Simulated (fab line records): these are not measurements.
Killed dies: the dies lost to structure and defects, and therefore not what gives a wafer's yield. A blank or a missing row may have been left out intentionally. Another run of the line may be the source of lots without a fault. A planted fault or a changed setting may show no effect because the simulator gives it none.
fab line records	flow n5Finfet
record: lots: 9	wafers: 27	lastDay: 17
route steps=1938 shown FIN_SAQP@125 FIN_CUT@165 BEOL_M4@1111 PASSIVATION@1936
lots that met no fault: taken from a fault-free run of the same line
startH: hours from the record's opening day to when the first of the lot's shown wafers began	waitH: time in hours since the lot's previous step	" repeats the value in the row above	L1.1+2: several wafers, shown together as one row	- no value present, or no start provided	* or withheld: withheld	< > ~ a bound
route shown NAME@n: a module of which the file shows steps, and the number in the route of the first	usual: average and standard deviation across the fault-free wafers	same: alike in all rows	chamber/n: place in a boat	sites: the reading at each site	_std_site: standard deviation across them	_edge_site: mean of outer sites minus mean of inner sites	radiusMm: for every site, how far away it sits from the centre of the wafer	mask NAME#n: copy n	behind: the most recent tool/chamber to have shaped the wafer	hold: the reason the lot was held/the length of the hold in hours/how it ended	device: the transistor (n, p or np) that didn't switch	end of line: at the end of the route, the tests of the same wafers	a step without rows: its recipe alone	killed: the dies lost at the first sort to structure and to defects; this is not the yield of the wafer	map: a wafer's dies, marking killed ones x, the rest . and places with no die _
set.NAME: the setting that was run; set.NAME@STEP: the one run at that earlier step	model.NAME: the simulator's own value behind a step, which no gauge read
one table for each step of the route and one row for each wafer, over a sample of lots
services: from which hour (startH, from the record's first day; less than 0 if before it) a tool's chamber was out of use, for how many hours, and why
== steps ==
step: N5_FIN_SAQP_SPACER1_ALD_24
recipe: material: SiO2	targetThkA: 203	tempC: 300	aldPrecursorFamily: BDEAS	aldCoReactant: O2-plasma	pulseTimeS: 1	purgeTimeS: 2	coReactantPurgeTimeS: 2	aldCycles: 218	pressureTorr: 2
usual: heaterPowerW: 477/42	precursorPulseHeightRel: 0.999/0.02
lot.wafer	tool	chamber	startH	waitH	heaterPowerW	precursorPulseHeightRel
L218.2	aldSin-03	2	28.89	0.3	449	1.022
L218.4	"	0	"	"	445	0.992
L218.5	"	1	"	"	505	0.998
L219.1	aldSin-04	3	35.59	0.3	476	0.981
L219.4	"	0	"	"	573	1.002
L219.5	"	0	"	"	566	1.005
L221.1	aldSin-04	2	47.68	0.3	470	1.007
L221.2	"	3	"	"	477	1.007
L221.5	"	3	"	"	478	1.003
L222.2	aldSin-04	3	54.31	0.3	488	1.005
L222.3	"	1	"	"	425	0.954
L222.6	"	0	"	"	555	1.017
L224.1	aldSin-04	3	66.15	0.3	479	1.041
L224.3	"	1	"	"	438	0.993
L224.6	"	0	"	"	574	1.018
L229.3	aldSin-03	2	95.77	0.8	474	1.002
L229.4	"	0	"	"	447	1.022
L229.5	"	0	"	"	442	0.993
L230.2	aldSin-03	1	103.62	1.7	529	0.990
L230.3	"	3	"	"	506	1.005
L230.5	"	3	"	"	495	0.985
L231.3	aldSin-02	2	107.96	1.4	465	1.027
L231.5	"	0	"	"	392	0.996
L231.6	"	3	"	"	474	0.997
L237.1	aldSin-02	2	143.71	0.4	466	1.003
L237.4	"	1	"	"	474	1.003
L237.5	"	2	"	"	460	0.984
step: N5_FIN_SAQP_MANDREL1_REMOVE_56
recipe: chemistry: HBr/Cl2/O2	btTimeS: 10	target: a-Si	stopOn: SiNx	endpoint: OES-SiCl	overEtchFrac: 1	icpW: 600	biasW: 22	HBr_flow_sccm: 150	Cl2_flow_sccm: 80	O2_flow_sccm: 5	pressureMtorr: 10
usual: drypumpMotorCurrentA: 5.9/0.36	oesProductAu: 1.005/0.022	throttleValvePct: 36.7/0.35
lot.wafer	tool	chamber	startH	waitH	drypumpMotorCurrentA	oesProductAu	rfHoursCounterH	throttleValvePct
L218.2	rieSi-05	0	29.69	0.1	5.6	1.032	10	37.0
L218.4	"	1	"	"	6.4	1.012	97	36.4
L218.5	"	3	"	"	6.2	0.986	-	36.5
L219.1	rieSi-05	2	36.46	0.1	5.8	0.980	114	37.0
L219.4	"	3	"	"	6.2	1.006	45	36.5
L219.5	"	1	"	"	6.4	1.011	-	36.3
L221.1	rieSi-05	3	48.55	0.1	6.2	0.990	46	36.5
L221.2	"	0	"	"	5.6	1.039	10	37.0
L221.5	"	0	"	"	5.6	1.037	-	37.0
L222.2	rieSi-03	0	55.29	0.1	5.8	0.992	34	37.1
L222.3	"	3	"	"	5.7	1.019	186	36.4
L222.6	"	1	"	"	5.9	0.975	-	36.3
L224.1	rieSi-03	0	66.96	0.1	5.8	1.002	34	37.1
L224.3	"	3	"	"	5.7	1.011	186	36.4
L224.6	"	3	"	"	5.7	1.009	-	36.4
L229.3	rieSi-04	1	96.58	0.1	5.4	1.022	105	36.8
L229.4	"	0	"	"	5.7	1.015	18	36.2
L229.5	"	2	"	"	5.2	1.031	-	37.0
L230.2	rieSi-05	0	104.43	0.1	5.6	1.046	11	37.0
L230.3	"	3	"	"	6.2	0.982	47	36.5
L230.5	"	1	"	"	6.4	1.006	-	36.4
L231.3	rieSi-04	2	108.83	0.1	5.2	1.038	9	37.0
L231.5	"	1	"	"	5.4	1.028	-	36.8
L231.6	"	0	"	"	5.7	1.029	-	36.1
L237.1	rieSi-03	1	144.78	0.1	5.9	0.974	76	36.3
L237.4	"	3	"	"	5.7	1.017	188	36.4
L237.5	"	1	"	"	5.8	0.976	-	36.3
step: N5_FIN_SAQP_RECESS_63
recipe: chemistry: HF/NH3	target: SiO2	targetDepthA: 180	afsCycles: 3	tempC: 30	sublimationTempC: 180	sublimationTimeS: 60
usual: drypumpMotorCurrentA: 6.0/0.36
lot.wafer	tool	chamber	startH	waitH	drypumpMotorCurrentA
L218.2	vaporEtch-02	0	30.07	0.1	6.2
L218.4	"	0	"	"	6.2
L218.5	"	1	"	"	5.7
L219.1	vaporEtch-02	0	37.02	0.1	6.2
L219.4	"	1	"	"	5.7
L219.5	"	0	"	"	6.2
L221.1	vaporEtch-01	0	48.98	0.1	6.6
L221.2	"	1	"	"	5.7
L221.5	"	0	"	"	6.6
L222.2	vaporEtch-02	0	55.78	0.1	6.2
L222.3	"	1	"	"	5.7
L222.6	"	0	"	"	6.2
L224.1	vaporEtch-01	0	67.38	0.1	6.6
L224.3	"	0	"	"	6.6
L224.6	"	1	"	"	5.7
L229.3	vaporEtch-02	1	97.08	0.2	5.7
L229.4	"	0	"	"	6.2
L229.5	"	0	"	"	6.2
L230.2	vaporEtch-01	1	104.81	0.1	5.7
L230.3	"	0	"	"	6.6
L230.5	"	0	"	"	6.6
L231.3	vaporEtch-02	1	109.37	0.2	5.7
L231.5	"	1	"	"	5.7
L231.6	"	0	"	"	6.2
L237.1	vaporEtch-02	0	145.17	0.1	6.2
L237.4	"	0	"	"	6.2
L237.5	"	1	"	"	5.7
step: N5_FIN_SAQP_FIN_ETCH_36
recipe: chemistry: HBr/Cl2/O2	targetDepthA: 1200	maskMaterial: SiNx	timeS: 50.4	biasW: 102	pressureMtorr: 10	icpW: 800	HBr_flow_sccm: 150	Cl2_flow_sccm: 80	O2_flow_sccm: 12
usual: drypumpMotorCurrentA: 5.9/0.4	oesProductAu: 1.006/0.025	throttleValvePct: 35.9/0.37
lot.wafer	tool	chamber	startH	waitH	drypumpMotorCurrentA	oesProductAu	rfHoursCounterH	throttleValvePct
L218.2	rieSi-05	2	32.12	0.0	5.8	0.977	114	36.3
L218.4	"	3	"	"	6.2	0.986	45	35.8
L218.5	"	1	"	"	6.4	0.999	-	35.7
L219.1	rieSi-05	2	39.16	0.0	5.7	0.980	114	36.3
L219.4	"	3	"	"	6.2	1.003	45	35.8
L219.5	"	2	"	"	5.8	0.980	-	36.3
L221.1	rieSi-05	1	50.59	0.0	6.4	1.007	97	35.7
L221.2	"	2	"	"	5.8	0.985	114	36.3
L221.5	"	0	"	"	5.6	1.056	-	36.3
L222.2	rieSi-05	2	58.57	0.0	5.8	0.981	114	36.3
L222.3	"	1	"	"	6.4	1.002	98	35.7
L222.6	"	1	"	"	6.4	0.994	-	35.7
L224.1	rieSi-04	0	69.07	0.0	5.7	1.021	18	35.5
L224.3	"	2	"	"	5.3	1.031	8	36.3
L224.6	"	0	"	"	5.7	1.010	-	35.5
L229.3	rieSi-04	3	100.33	0.0	6.4	0.983	62	35.3
L229.4	"	2	"	"	5.2	1.028	-	36.3
L229.5	"	1	"	"	5.4	1.039	-	36.1
L230.2	rieSi-03	1	108.84	0.0	5.9	0.985	76	35.7
L230.3	"	2	"	"	6.5	0.984	182	36.5
L230.5	"	2	"	"	6.6	0.996	-	36.5
L231.3	rieSi-03	3	110.93	0.0	5.7	0.995	187	35.8
L231.5	"	2	"	"	6.5	0.983	-	36.5
L231.6	"	1	"	"	5.9	0.980	-	35.6
L237.1	rieSi-05	0	147.01	0.0	5.6	1.031	12	36.3
L237.4	"	1	"	"	6.4	0.990	99	35.7
L237.5	"	1	"	"	6.4	0.987	-	35.7
step: N5_FIN_SAQP_INSPECT_40
recipe: inspectInstrument: brightfield	mode: aei
usual: rawDefectCount: 229/69
lot.wafer	tool	chamber	startH	waitH	rawDefectCount
L218.2	defectInspect-01	-	32.37	0.0	161
L218.4	"	-	"	"	183
L218.5	"	-	"	"	191
L219.1	defectInspect-02	-	39.41	0.0	319
L219.4	"	-	"	"	175
L219.5	"	-	"	"	247
L221.1	defectInspect-01	-	50.84	0.0	304
L221.2	"	-	"	"	229
L221.5	"	-	"	"	218
L222.2	defectInspect-01	-	58.82	0.0	518
L222.3	"	-	"	"	579
L222.6	"	-	"	"	662
L224.1	defectInspect-02	-	69.35	0.0	657
L224.3	"	-	"	"	631
L224.6	"	-	"	"	525
L229.3	defectInspect-01	-	100.58	0.0	179
L229.4	"	-	"	"	230
L229.5	"	-	"	"	142
L230.2	defectInspect-02	-	109.09	0.0	284
L230.3	"	-	"	"	177
L230.5	"	-	"	"	157
L231.3	defectInspect-02	-	111.19	0.0	231
L231.5	"	-	"	"	198
L231.6	"	-	"	"	230
L237.1	defectInspect-02	-	147.27	0.0	237
L237.4	"	-	"	"	238
L237.5	"	-	"	"	220
step: N5_FIN_CUT_INSPECT_10
recipe: mode: adi	inspectInstrument: brightfield
usual: rawDefectCount: 42/12
lot.wafer	tool	chamber	startH	waitH	rawDefectCount
L218.2	defectInspect-02	-	32.76	0.0	28
L218.4	"	-	"	"	22
L218.5	"	-	"	"	45
L219.1	defectInspect-02	-	39.93	0.1	54
L219.4	"	-	"	"	28
L219.5	"	-	"	"	41
L221.1	defectInspect-02	-	51.23	0.1	44
L221.2	"	-	"	"	52
L221.5	"	-	"	"	39
L222.2	defectInspect-01	-	59.34	0.1	391
L222.3	"	-	"	"	390
L222.6	"	-	"	"	399
L224.1	defectInspect-02	-	69.87	0.1	413
L224.3	"	-	"	"	424
L224.6	"	-	"	"	376
L229.3	defectInspect-01	-	100.97	0.0	42
L229.4	"	-	"	"	50
L229.5	"	-	"	"	30
L230.2	defectInspect-01	-	109.60	0.0	55
L230.3	"	-	"	"	35
L230.5	"	-	"	"	53
L231.3	defectInspect-01	-	111.58	0.0	37
L231.5	"	-	"	"	34
L231.6	"	-	"	"	58
L237.1	defectInspect-01	-	147.66	0.1	55
L237.4	"	-	"	"	32
L237.5	"	-	"	"	46
step: N5_BEOL_M4_RC_MEAS_101
usual: DIBL_N: 36.4/1.7	DIBL_P: 36.4/2.1	IOFF_N: 0.16/0.035	IOFF_P: 0.21/0.035	ION_N: 680/11	ION_P: 465/6.8	SS_N: 71.5/0.58	SS_P: 73.2/0.72	VT_N: 249/3.6	VT_P: -250/3.1
lot.wafer	tool	chamber	startH	waitH	DIBL_N[mV/V]	DIBL_P[mV/V]	IOFF_N[nA/um]	IOFF_P[nA/um]	ION_N[uA/um]	ION_P[uA/um]	SS_N[mV/dec]	SS_P[mV/dec]	VT_N[mV]	VT_P[mV]
L218.2	prober-02	0	176.91	0.2	34.6	34.5	0.14	0.19	669	462	71.7	72.8	252	-248
L218.4	"	0	"	"	34.0	33.7	0.13	0.17	667	460	71.6	72.1	253	-253
L218.5	"	0	"	"	37.1	37.9	0.18	0.23	689	467	71.5	73.1	246	-247
L219.1	prober-01	0	181.62	0.0	36.0	37.7	0.17	0.24	685	469	71.2	73.6	248	-250
L219.4	"	0	"	"	35.2	36.5	0.16	0.22	686	471	71.3	73.5	249	-250
L219.5	"	0	"	"	37.9	39.5	0.22	0.28	693	476	72.1	74.4	247	-246
L222.2	prober-02	0	209.50	0.2	37.9	39.1	0.19	0.23	686	461	72.5	74.7	247	-251
L222.3	"	0	"	"	35.0	34.9	0.13	0.17	666	458	70.4	73.3	255	-254
L222.6	"	0	"	"	37.2	37.8	0.16	0.21	669	459	71.7	73.2	251	-252
L221.1	prober-02	0	213.96	0.0	35.7	37.8	0.17	0.19	678	457	71.7	73.8	250	-254
L221.2	"	0	"	"	34.6	35.9	0.14	0.17	662	451	71.5	73.2	252	-256
L221.5	"	0	"	"	36.0	37.8	0.18	0.20	680	459	71.9	74.4	247	-251
L224.1	prober-02	0	216.23	0.0	36.7	38.2	0.19	0.24	682	472	72.0	74.0	244	-249
L224.3	"	0	"	"	32.4	33.1	0.12	0.16	671	461	71.7	72.1	254	-253
L224.6	"	0	"	"	36.7	37.7	0.19	0.23	682	465	71.5	73.9	246	-250
L229.3	prober-01	0	247.19	0.3	35.3	34.5	0.14	0.18	679	463	71.1	72.3	250	-252
L229.4	"	0	"	"	35.7	34.5	0.15	0.20	679	461	71.2	72.8	248	-249
L229.5	"	0	"	"	36.4	34.9	0.16	0.20	678	459	71.6	73.1	247	-252
L230.2	prober-02	0	252.17	0.2	38.0	36.6	0.19	0.25	695	473	72.4	73.9	243	-244
L230.3	"	0	"	"	34.5	33.9	0.13	0.21	676	473	70.4	72.5	250	-250
L230.5	"	0	"	"	38.1	37.7	0.20	0.28	695	474	72.4	74.1	244	-244
L231.3	prober-01	0	256.67	0.3	34.4	34.9	0.12	0.16	665	453	69.9	72.7	255	-258
L231.5	"	0	"	"	36.8	37.8	0.15	0.20	668	456	71.1	73.4	254	-252
L231.6	"	0	"	"	37.4	38.2	0.16	0.20	682	465	71.3	73.6	253	-254
L237.1	prober-01	0	302.39	0.0	36.7	38.0	0.19	0.23	681	460	71.7	73.4	245	-249
L237.4	"	0	"	"	35.4	35.9	0.17	0.19	684	460	71.5	73.1	246	-253
L237.5	"	0	"	"	35.4	36.5	0.18	0.19	690	466	71.6	73.5	248	-254
step: N5_PASSIVATION_PROBE_49
usual: defectLimitedYield: 91.3/1.4	killed_at_M0_to_M3: 36/11	killed_at_M4_up: 13/5.2	killedAtContacts: 13/6.5	killedAtFrontEnd: 37/11	killedAtOther: 3.6/2.9	killedDies: 103/17	killedOpen: 68/12	killedShort: 33/7.3	sort_bin_5_function: 5.2/0.91	sort_bin_6_memory: 3.2/0.67	sortNPass: 1077/17	sortYieldPct: 91.3/1.4
same: grossDies: 1180	killedAtBackSide: 0	sort_bin_4_leakage[%]: 0	sort_bin_8_speed[%]: 0
lot.wafer	tool	chamber	startH	waitH	defectLimitedYield[%]	killed_at_M0_to_M3	killed_at_M4_up	killedAtContacts	killedAtFrontEnd	killedAtOther	killedDies	killedOpen	killedShort	sort_bin_5_function[%]	sort_bin_6_memory[%]	sortNPass	sortYieldPct[%]
L222.2	prober-01	-	320.36	0.1	84.7	37	12	2	129	1	181	59	29	10.1	3.5	999	84.7
L222.3	prober-01	-	320.41	0.1	83.0	40	16	7	133	5	201	69	29	11.3	4.2	979	83.0
L222.6	prober-01	-	320.56	0.3	83.1	44	10	16	123	7	200	76	24	11.3	4.4	980	83.1
L224.1	prober-01	-	323.32	0.0	85.7	26	11	9	117	6	169	48	23	9.3	3.5	1011	85.7
L224.3	prober-01	-	323.42	0.1	81.4	31	16	13	156	3	219	77	32	12.3	4.5	961	81.4
L224.6	prober-01	-	323.57	0.3	84.2	19	11	14	142	0	186	51	36	10.8	3.1	994	84.2
L229.3	prober-02	-	353.63	0.1	90.3	36	13	5	57	3	114	69	36	6.2	2.8	1066	90.3
L229.4	prober-02	-	353.68	0.2	91.5	21	12	8	56	3	100	64	33	4.2	3.6	1080	91.5
L229.5	prober-02	-	353.73	0.2	90.6	35	16	13	45	2	111	61	45	5.4	3.6	1069	90.6
L237.1	prober-02	-	409.66	0.0	89.7	48	21	13	37	3	122	85	33	6.4	3.2	1058	89.7
L237.4	prober-02	-	409.81	0.2	91.7	45	14	18	18	3	98	63	32	5.0	3.1	1082	91.7
killed by level:class
L222.2 FIN_SAQP:unspecified=93 FIN_SAQP:geometricParticle:short=10 BEOL_M0_SAQP:geometricParticle:open=9 BEOL_M2:geometricParticle:open=8 BEOL_M3:geometricParticle:open=8 FIN_SAQP:geometricParticle:open=6 STI_FIN_REVEAL:geometricParticle:open=6 BEOL_M5:geometricParticle:open=5
L222.3 FIN_SAQP:unspecified=102 BEOL_M0_SAQP:geometricParticle:open=15 BEOL_M3:geometricParticle:open=8 FIN_SAQP:geometricParticle:open=7 MOL_CONTACT_COAG:geometricParticle:open=7 FIN_SAQP:geometricParticle:short=6 BEOL_M0_SAQP:geometricParticle:short=6 DUMMY_GATE:geometricParticle:open=5
L222.6 FIN_SAQP:unspecified=100 BEOL_M2:geometricParticle:open=16 MOL_CONTACT_COAG:geometricParticle:open=14 BEOL_M3:geometricParticle:open=9 STI_FIN_REVEAL:geometricParticle:open=7 BEOL_M4:geometricParticle:open=6 BEOL_M0_SAQP:geometricParticle:short=5 PASS1_CAP:geometricParticle:open=4
L224.1 FIN_SAQP:unspecified=98 FIN_SAQP:geometricParticle:open=8 BEOL_M0_SAQP:geometricParticle:short=8 BEOL_M3:geometricParticle:open=6 MOL_CONTACT_COAG:geometricParticle:open=5 MOL_CONTACT_COAG:geometricParticle:short=4 BEOL_M0_SAQP:geometricParticle:open=4 BEOL_M2:geometricParticle:open=4
L224.3 FIN_SAQP:unspecified=109 FIN_SAQP:geometricParticle:open=22 MOL_CONTACT_COAG:geometricParticle:open=12 BEOL_M3:geometricParticle:open=11 BEOL_M2:geometricParticle:open=8 BEOL_M0_SAQP:geometricParticle:short=6 FIN_SAQP:geometricParticle:short=5 BEOL_M4:geometricParticle:short=5
L224.6 FIN_SAQP:unspecified=98 FIN_SAQP:geometricParticle:open=17 MOL_CONTACT_COAG:geometricParticle:open=12 FIN_SAQP:geometricParticle:short=9 BEOL_M0_SAQP:geometricParticle:short=6 BEOL_M4:geometricParticle:open=4 STARTING-WAFER:geometricParticle:short=4 FIN_CUT:geometricParticle:short=3
L229.3 STI_FIN_REVEAL:geometricParticle:open=14 BEOL_M3:geometricParticle:open=8 FIN_SAQP:geometricParticle:short=6 FIN_SAQP:geometricParticle:open=6 BEOL_M4:geometricParticle:open=6 HKMG_FIN:areaEtch=6 BEOL_M2:geometricParticle:open=5 STI_FIN_REVEAL:geometricParticle:short=5
L229.4 FIN_SAQP:geometricParticle:short=14 STI_FIN_REVEAL:geometricParticle:open=8 DUMMY_GATE:geometricParticle:open=6 MOL_CONTACT_COAG:geometricParticle:open=6 FIN_SAQP:geometricParticle:open=5 BEOL_M2:geometricParticle:open=5 BEOL_M0_SAQP:geometricParticle:open=4 BEOL_M6:geometricParticle:open=4
L229.5 MOL_CONTACT_COAG:geometricParticle:open=11 FIN_SAQP:geometricParticle:short=10 BEOL_M2:geometricParticle:short=8 FIN_SAQP:geometricParticle:open=7 STI_FIN_REVEAL:geometricParticle:open=7 BEOL_M0:geometricParticle:open=6 BEOL_M3:geometricParticle:open=6 GATE_CUT:geometricParticle:short=5
L237.1 MOL_CONTACT_COAG:geometricParticle:open=12 BEOL_M0_SAQP:geometricParticle:short=12 FIN_SAQP:geometricParticle:open=11 BEOL_M2:geometricParticle:open=10 BEOL_M3:geometricParticle:open=10 BEOL_M4:geometricParticle:open=9 STARTING-WAFER:geometricParticle:open=6 FIN_SAQP:geometricParticle:short=4
L237.4 MOL_CONTACT_COAG:geometricParticle:open=15 BEOL_M2:geometricParticle:open=12 BEOL_M0_SAQP:geometricParticle:short=8 BEOL_M1:geometricParticle:open=7 GATE_CUT:geometricParticle:short=6 BEOL_M3:geometricParticle:open=6 BEOL_M4:geometricParticle:open=6 FIN_SAQP:geometricParticle:open=5
== services ==
tool	chamber	startH	hours	kind
aldSin-04	2	9.03	4.9	repair
aldSin-02	2	24.11	40.3	repair
rieSi-05	-	26.65	2.8	pm
aldSin-03	-	29.58	14.6	pm
aldSin-02	-	41.58	2.8	pm
rieSi-05	1	64.42	5.7	repair
aldSin-02	-	85.48	14.0	pm
aldSin-02	0	85.48	14.0	ventCycle
aldSin-02	1	85.48	14.0	ventCycle
aldSin-02	2	85.48	14.0	ventCycle
aldSin-02	3	85.48	14.0	ventCycle
aldSin-04	-	94.92	28.1	pm
aldSin-02	0	99.48	-	clean
aldSin-02	1	99.48	-	clean
aldSin-02	2	99.48	-	clean
aldSin-02	3	99.48	-	clean
rieSi-04	0	99.87	2.3	repair
rieSi-03	0	102.71	19.7	repair
rieSi-04	-	104.26	0.3	repair
rieSi-04	-	106.19	1.4	repair
== key ==
firstSign: step: N5_FIN_SAQP_INSPECT_40	reading: rawDefectCount	direction: up	sigmas: 5.3	usual: 229	struck: 595
effect: step: N5_FIN_CUT_INSPECT_10	reading: rawDefectCount	direction: up	sigmas: 30	usual: 42	struck: 399
effect: step: N5_PASSIVATION_PROBE_49	reading: killedAtFrontEnd	direction: up	sigmas: 8.5	usual: 37	struck: 133
moreKillsBornAt: N5_FIN_SAQP_SPACER1_ALD_24@aldSin-04: 599
metAt N5_FIN_SAQP_SPACER1_ALD_24
struckLots L222,L224
notActingAt N5_FIN_SAQP_MANDREL1_REMOVE_56,N5_FIN_SAQP_RECESS_63,N5_FIN_SAQP_FIN_ETCH_36
onsetBetween 47.68 54.31
fault: kind: chamberParticleSource	tool: aldSin-04	chamber: -	onsetH: 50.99	steps: N5_FIN_SAQP_SPACER1_ALD_24	ratePerVisitCm2: 0.56605	endH: 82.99
